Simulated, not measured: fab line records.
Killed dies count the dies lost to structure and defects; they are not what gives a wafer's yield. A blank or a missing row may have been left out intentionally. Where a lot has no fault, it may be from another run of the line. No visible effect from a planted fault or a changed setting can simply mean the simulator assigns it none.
What tool caused it?    flow nand harc    24 lots with 72 wafers sampled at 6 steps, on a route of 1159 steps

WHAT EACH GAUGE READ, for each wafer
Not one reading of a measure or inspect step in the record can be checked against a usual standard deviation.

WHICH TOOL RAN EACH LOT (tool, then ch and the chambers of the sampled wafers, then the start)
lot   NHARC_A_STAIRCASE_STRIP_475                    NHARC_A_STAIRCASE_CMP_472      NHARC_A_SGD_CUT_ETCH_15                        NHARC_A_WL_FILL_ETCHBACK_17        NHARC_A_WL_FILL_CVD_20                    NHARC_A_CONTACT_ETCH_113
L074  rie diel-03 ch 0,1, day 13 13:03 or earlier    cmp-03 ch 0,1,3, day 13 13:03  rie diel-12 ch 0,1,3, day 15 04:37 or earlier  rie metal-02 ch 0,1, day 15 04:37  cvd w-02 ch 0,1, day 15 22:56 or earlier  har cap etch-03 ch 0,1, day 15 22:56
L076  rie diel-11 ch 0,1,2, day 14 07:18 or earlier  cmp-02 ch 0,2,3, day 14 07:18  rie diel-13 ch 0,1,2, day 15 20:22 or earlier  rie metal-01 ch 0,1, day 15 20:22  cvd w-02 ch 0,1, day 16 14:25 or earlier  har cap etch-01 ch 0,1, day 16 14:25
L079  rie diel-11 ch 2,3, day 14 07:35 or earlier    cmp-04 ch 0,3, day 14 07:35    rie diel-12 ch 2,3, day 16 03:52 or earlier    rie metal-03 ch 0,1, day 16 03:52  cvd w-02 ch 0,1, day 16 22:52 or earlier  har cap etch-01 ch 0,1, day 16 22:52
L077  rie diel-04 ch 2,3, day 14 08:32 or earlier    cmp-03 ch 0,1,2, day 14 08:32  rie diel-13 ch 1,2,3, day 15 20:28 or earlier  rie metal-03 ch 0,1, day 15 20:28  cvd w-01 ch 0,1, day 16 14:21 or earlier  har cap etch-03 ch 0,1, day 16 14:21
L075  rie diel-03 ch 0,1,2, day 14 08:53 or earlier  cmp-02 ch 0,1,3, day 14 08:53  rie diel-12 ch 0,3, day 16 03:58 or earlier    rie metal-01 ch 0,1, day 16 03:58  cvd w-01 ch 0,1, day 16 23:31 or earlier  har cap etch-02 ch 0,1, day 16 23:31
L078  rie diel-11 ch 0,3, day 14 17:59 or earlier    cmp-04 ch 1,2, day 14 17:59    rie diel-12 ch 0,2, day 14 20:04               rie metal-02 ch 0,1, day 16 08:01  cvd w-01 ch 0,1, day 17 03:44 or earlier  har cap etch-03 ch 0,1, day 17 03:44
L080  rie diel-11 ch 0,1,2, day 15 22:25 or earlier  cmp-03 ch 0,3, day 15 22:25    rie diel-13 ch 1,2, day 17 13:41 or earlier    rie metal-02 ch 0,1, day 17 13:41  cvd w-01 ch 0,1, day 18 06:16 or earlier  har cap etch-02 ch 0,1, day 18 06:16
L081  rie diel-11 ch 0,2,3, day 15 22:54 or earlier  cmp-02 ch 1,3, day 15 22:54    rie diel-12 ch 1,2, day 17 13:42 or earlier    rie metal-01 ch 1, day 17 13:42    cvd w-02 ch 0,1, day 18 08:19 or earlier  har cap etch-01 ch 0,1, day 18 08:19
L083  rie diel-03 ch 0,2, day 16 03:34 or earlier    cmp-04 ch 0,1, day 16 03:34    rie diel-02 ch 1,3, day 17 21:22 or earlier    rie metal-01 ch 0,1, day 17 21:22  cvd w-01 ch 0,1, day 18 16:40 or earlier  har cap etch-02 ch 0,1, day 18 16:40
L082  rie diel-04 ch 0,1, day 16 04:30 or earlier    cmp-02 ch 0,1, day 16 04:30    rie diel-13 ch 2,3, day 18 00:56 or earlier    rie metal-03 ch 0, day 18 00:56    cvd w-01 ch 0,1, day 18 19:41 or earlier  har cap etch-03 ch 0,1, day 18 19:41
L085  rie diel-04 ch 1,2,3, day 16 13:11 or earlier  cmp-02 ch 0,2,3, day 16 13:11  rie diel-12 ch 0,2,3, day 18 07:35 or earlier  rie metal-01 ch 0, day 18 07:35    cvd w-01 ch 0,1, day 19 00:25 or earlier  har cap etch-02 ch 0,1, day 19 00:25
L084  rie diel-03 ch 0,1,2, day 16 13:19 or earlier  cmp-03 ch 0,1,3, day 16 13:19  rie diel-02 ch 0,2,3, day 18 04:25 or earlier  rie metal-01 ch 0,1, day 18 04:25  cvd w-02 ch 0,1, day 18 21:03 or earlier  har cap etch-02 ch 0,1, day 18 21:03
L086  rie diel-04 ch 0,1,2, day 17 00:58 or earlier  cmp-04 ch 0,2, day 17 00:58    rie diel-02 ch 1,2,3, day 18 22:31 or earlier  rie metal-02 ch 0,1, day 18 22:31  cvd w-02 ch 0,1, day 19 16:25 or earlier  har cap etch-03 ch 0,1, day 19 16:25
L087  rie diel-11 ch 1,2, day 17 01:17 or earlier    cmp-02 ch 1,2,3, day 17 01:17  rie diel-13 ch 0,3, day 18 22:58 or earlier    rie metal-01 ch 0,1, day 18 22:58  cvd w-01 ch 0,1, day 19 18:04 or earlier  har cap etch-02 ch 0,1, day 19 18:04
L092  rie diel-11 ch 0,1,2, day 17 16:26 or earlier  cmp-02 ch 0,1,3, day 17 16:26  rie diel-12 ch 0,1,2, day 19 15:30 or earlier  rie metal-01 ch 0,1, day 19 15:30  cvd w-01 ch 0,1, day 20 06:19 or earlier  har cap etch-02 ch 0,1, day 20 06:19
L091  rie diel-03 ch 1,3, day 17 21:45 or earlier    cmp-04 ch 0,1,3, day 17 21:45  rie diel-13 ch 0,3, day 19 13:04 or earlier    rie metal-02 ch 0,1, day 19 13:04  cvd w-02 ch 0,1, day 20 07:10 or earlier  har cap etch-01 ch 0,1, day 20 07:10
L089  rie diel-03 ch 1,2,3, day 18 02:11 or earlier  cmp-04 ch 0,1,3, day 18 02:11  rie diel-02 ch 0,2, day 19 18:20 or earlier    rie metal-03 ch 0,1, day 19 18:20  cvd w-01 ch 0,1, day 20 14:25 or earlier  har cap etch-01 ch 0,1, day 20 14:25
L093  rie diel-11 ch 0,1, day 18 14:18 or earlier    cmp-03 ch 0,1,3, day 18 14:18  rie diel-02 ch 1,2, day 20 03:01 or earlier    rie metal-02 ch 1, day 20 03:01    cvd w-01 ch 0,1, day 20 21:41 or earlier  har cap etch-02 ch 0,1, day 20 21:41
L088  rie diel-03 ch 0,2, day 18 14:28 or earlier    cmp-02 ch 0,1, day 18 14:28    rie diel-12 ch 0,1,3, day 20 03:00 or earlier  rie metal-01 ch 0, day 20 03:00    cvd w-02 ch 0,1, day 20 20:12 or earlier  har cap etch-03 ch 0,1, day 20 20:12
L090  rie diel-03 ch 0,1, day 18 14:37 or earlier    cmp-03 ch 0,1,3, day 18 14:37  rie diel-13 ch 0,1,2, day 20 03:09 or earlier  rie metal-02 ch 0,1, day 20 03:09  cvd w-02 ch 0,1, day 20 23:47 or earlier  har cap etch-02 ch 0,1, day 20 23:47
L094  rie diel-03 ch 0,2,3, day 18 19:09 or earlier  cmp-02 ch 0,1,2, day 18 19:09  rie diel-02 ch 1,2, day 20 17:19 or earlier    rie metal-02 ch 0,1, day 20 17:19  cvd w-02 ch 0,1, day 21 13:08 or earlier  har cap etch-02 ch 0,1, day 21 13:08
L095  rie diel-04 ch 0,1,3, day 18 19:32 or earlier  cmp-03 ch 0,1,2, day 18 19:32  rie diel-12 ch 0,1,3, day 20 16:24 or earlier  rie metal-03 ch 0,1, day 20 16:24  cvd w-02 ch 0,1, day 21 15:47 or earlier  har cap etch-01 ch 0,1, day 21 15:47
L097  rie diel-04 ch 1,2, day 19 09:46 or earlier    cmp-04 ch 1,2, day 19 09:46    rie diel-13 ch 0,2, day 21 12:04 or earlier    rie metal-02 ch 0,1, day 21 12:04  cvd w-01 ch 0,1, day 22 08:35 or earlier  har cap etch-03 ch 0,1, day 22 08:35
L096  rie diel-04 ch 1,2,3, day 19 10:06 or earlier  cmp-04 ch 1,2,3, day 19 10:06  rie diel-12 ch 1,3, day 21 07:10 or earlier    rie metal-02 ch 0,1, day 21 07:10  cvd w-02 ch 0,1, day 22 01:44 or earlier  har cap etch-03 ch 0,1, day 22 01:44
- NHARC_A_STAIRCASE_STRIP_475: strips in O2, time 20 s.
- NHARC_A_STAIRCASE_CMP_472: polishes SiO2.
- NHARC_A_SGD_CUT_ETCH_15: etches the open film in CH3F/O2, target depth 75 nm, time 64.3 s.
- NHARC_A_WL_FILL_ETCHBACK_17: etches the open film in Cl2/BCl3, target depth 4 nm, time 26.7 s.
- NHARC_A_WL_FILL_CVD_20: deposits W, target thk 75 nm, time 5064 s.
- NHARC_A_CONTACT_ETCH_113: etches the open film in C4F8/O2/Ar, time 94 s, target depth 922 nm.

AS READ BY THE TOOLS THEMSELVES (means over the sampled wafers that have a number; for cases with no such wafer, the mark the record gives instead)
NHARC_A_STAIRCASE_STRIP_475.
lot   tool         drypump motor current A (A)  oes product au (a.u.)  rf vpp V (V)  showerhead plenum p Torr (Torr)  throttle valve pct (%)
L074  rie diel-03  5.7                          0.996                  57.3          3.30                             17.028
L076  rie diel-11  5.8                          1.001                  57.8          3.54                             17.030
L079  rie diel-11  5.4                          1.004                  57.7          3.51                             17.029
L077  rie diel-04  5.7                          1.009                  56.8          3.42                             17.034
L075  rie diel-03  6.2                          0.998                  57.5          3.37                             17.041
L078  rie diel-11  5.8                          1.003                  57.8          3.37                             17.036
L080  rie diel-11  5.8                          1.006                  57.8          3.53                             17.042
L081  rie diel-11  5.8                          0.998                  57.7          3.48                             17.031
L083  rie diel-03  6.3                          0.999                  58.3          3.42                             17.036
L082  rie diel-04  6.0                          1.001                  58.7          3.66                             17.031
L085  rie diel-04  6.0                          1.001                  57.8          3.58                             17.035
L084  rie diel-03  6.2                          0.996                  57.4          3.36                             17.030
L086  rie diel-04  5.9                          0.998                  57.5          3.55                             17.038
L087  rie diel-11  5.5                          1.002                  57.3          3.46                             17.033
L092  rie diel-11  5.8                          1.001                  57.8          3.52                             17.041
L091  rie diel-03  6.4                          1.011                  57.1          3.43                             17.034
L089  rie diel-03  6.5                          1.012                  57.5          3.49                             17.041
L093  rie diel-11  5.8                          1.006                  57.2          3.44                             17.042
L088  rie diel-03  5.8                          1.011                  57.9          3.70                             17.042
L090  rie diel-03  6.0                          1.006                  57.1          3.48                             17.031
L094  rie diel-03  6.2                          1.005                  58.6          3.65                             17.044
L095  rie diel-04  6.0                          0.993                  58.1          3.67                             17.043
L097  rie diel-04  5.8                          1.004                  57.2          3.44                             17.032
L096  rie diel-04  5.9                          1.002                  58.7          3.57                             17.046

NHARC_A_STAIRCASE_CMP_472.
lot   tool    motor current A (A)  retaining ring pressure frac
L074  cmp-03  13.1                 1.005
L076  cmp-02  12.1                 1.000
L079  cmp-04  11.6                 0.999
L077  cmp-03  12.4                 1.001
L075  cmp-02  12.6                 0.999
L078  cmp-04  11.7                 0.999
L080  cmp-03  12.2                 0.999
L081  cmp-02  12.6                 0.994
L083  cmp-04  12.1                 0.998
L082  cmp-02  12.1                 0.998
L085  cmp-02  12.4                 1.003
L084  cmp-03  13.1                 1.001
L086  cmp-04  12.3                 1.003
L087  cmp-02  12.9                 1.000
L092  cmp-02  12.3                 1.001
L091  cmp-04  12.1                 0.997
L089  cmp-04  11.7                 0.998
L093  cmp-03  13.1                 1.001
L088  cmp-02  12.6                 0.999
L090  cmp-03  13.3                 1.004
L094  cmp-02  12.1                 1.001
L095  cmp-03  12.1                 0.999
L097  cmp-04  11.6                 1.001
L096  cmp-04  11.5                 0.999

NHARC_A_SGD_CUT_ETCH_15.
lot   tool         ch3f flow sccm (sccm)  drypump motor current A (A)  oes product au (a.u.)  rf vpp V (V)  showerhead plenum p Torr (Torr)  throttle valve pct (%)
L074  rie diel-12  50.00                  6.2                          0.969                  264.3         2.54                             20.661
L076  rie diel-13  49.93                  5.7                          0.961                  264.9         2.45                             20.662
L079  rie diel-12  50.12                  5.2                          0.976                  263.7         2.44                             20.674
L077  rie diel-13  49.90                  5.8                          0.969                  263.7         2.48                             20.658
L075  rie diel-12  49.96                  5.8                          0.984                  263.9         2.45                             20.662
L078  rie diel-12  49.83                  5.6                          0.951                  266.6         2.59                             20.670
L080  rie diel-13  50.04                  5.6                          0.922                  264.0         2.47                             20.669
L081  rie diel-12  50.09                  5.5                          0.928                  265.3         2.60                             20.665
L083  rie diel-02  49.87                  6.0                          0.936                  265.0         2.56                             20.656
L082  rie diel-13  50.00                  5.9                          0.970                  265.4         2.52                             20.669
L085  rie diel-12  50.11                  5.7                          0.965                  265.0         2.52                             20.672
L084  rie diel-02  49.97                  5.9                          0.978                  263.5         2.40                             20.655
L086  rie diel-02  49.86                  5.9                          0.932                  263.8         2.48                             20.673
L087  rie diel-13  49.98                  6.0                          0.933                  264.2         2.49                             20.667
L092  rie diel-12  50.06                  6.1                          0.970                  265.5         2.61                             20.663
L091  rie diel-13  49.99                  6.0                          0.917                  264.1         2.49                             20.665
L089  rie diel-02  50.01                  6.0                          0.956                  263.3         2.34                             20.662
L093  rie diel-02  50.00                  6.0                          0.961                  263.9         2.42                             20.662
L088  rie diel-12  49.95                  6.2                          0.952                  265.4         2.53                             20.668
L090  rie diel-13  50.03                  5.6                          0.956                  263.1         2.45                             20.673
L094  rie diel-02  49.98                  6.0                          0.959                  262.8         2.42                             20.669
L095  rie diel-12  50.02                  6.2                          0.969                  264.7         2.53                             20.661
L097  rie diel-13  49.94                  5.7                          0.954                  264.0         2.47                             20.666
L096  rie diel-12  49.90                  5.8                          0.943                  263.6         2.45                             20.659

NHARC_A_WL_FILL_ETCHBACK_17.
lot   tool          drypump motor current A (A)  oes product au (a.u.)
L074  rie metal-02  5.0                          1.005
L076  rie metal-01  6.0                          1.007
L079  rie metal-03  5.3                          1.008
L077  rie metal-03  5.3                          1.005
L075  rie metal-01  6.0                          1.013
L078  rie metal-02  5.0                          1.007
L080  rie metal-02  5.0                          1.001
L081  rie metal-01  6.0                          1.015
L083  rie metal-01  6.0                          1.010
L082  rie metal-03  5.4                          0.997
L085  rie metal-01  6.0                          1.006
L084  rie metal-01  6.0                          0.998
L086  rie metal-02  5.3                          0.998
L087  rie metal-01  6.0                          1.006
L092  rie metal-01  6.0                          1.003
L091  rie metal-02  5.0                          1.004
L089  rie metal-03  5.2                          1.009
L093  rie metal-02  4.7                          0.994
L088  rie metal-01  6.0                          0.996
L090  rie metal-02  5.3                          1.003
L094  rie metal-02  5.0                          0.998
L095  rie metal-03  5.3                          1.007
L097  rie metal-02  5.3                          1.003
L096  rie metal-02  5.0                          0.997

NHARC_A_WL_FILL_CVD_20.
lot   tool      chamber pressure Torr (Torr)  heater power w (W)  throttle valve pct (%)
L074  cvd w-02  39.98                         447                 7.8
L076  cvd w-02  39.96                         447                 7.7
L079  cvd w-02  40.10                         438                 7.9
L077  cvd w-01  39.96                         426                 8.3
L075  cvd w-01  40.02                         405                 8.2
L078  cvd w-01  40.07                         423                 8.2
L080  cvd w-01  40.07                         410                 8.2
L081  cvd w-02  40.04                         419                 7.8
L083  cvd w-01  40.01                         424                 8.3
L082  cvd w-01  39.99                         423                 8.4
L085  cvd w-01  40.04                         410                 8.1
L084  cvd w-02  40.00                         416                 7.7
L086  cvd w-02  39.99                         416                 7.7
L087  cvd w-01  39.99                         410                 8.3
L092  cvd w-01  39.83                         414                 8.4
L091  cvd w-02  40.06                         431                 7.9
L089  cvd w-01  39.94                         416                 8.3
L093  cvd w-01  40.09                         426                 8.5
L088  cvd w-02  39.98                         434                 7.9
L090  cvd w-02  39.92                         424                 7.6
L094  cvd w-02  40.00                         432                 7.8
L095  cvd w-02  40.06                         434                 7.9
L097  cvd w-01  40.07                         400                 8.0
L096  cvd w-02  40.05                         425                 7.7

THE ANSWER, worked out from the rows above alone
Rule: the usual values come from the lots themselves. Put in order of their means at a reading, lots are off if they are a third of the lots or fewer, leave a main group of 4 or more, and stand apart from it by a gap of 3 or more times the standard deviation of the main group's means; of several such gaps the widest counts. A main group is skipped when, at the precision printed for the reading in the tables above, its means are all equal. A lot without any number at a reading at which 4 lots or more have one is off too. All remaining lots with rows at the step are treated as sound. After the gauges, taken in route order, come the tools' own readings; for these a lot's mean is taken, as printed above. At the first step where some lot is off, the reading lying furthest off is the one used; lots without a number count as furthest.
None of the lots is off at any reading shown; this tells nothing.

WHAT THE SIMULATOR HAD PUT IN
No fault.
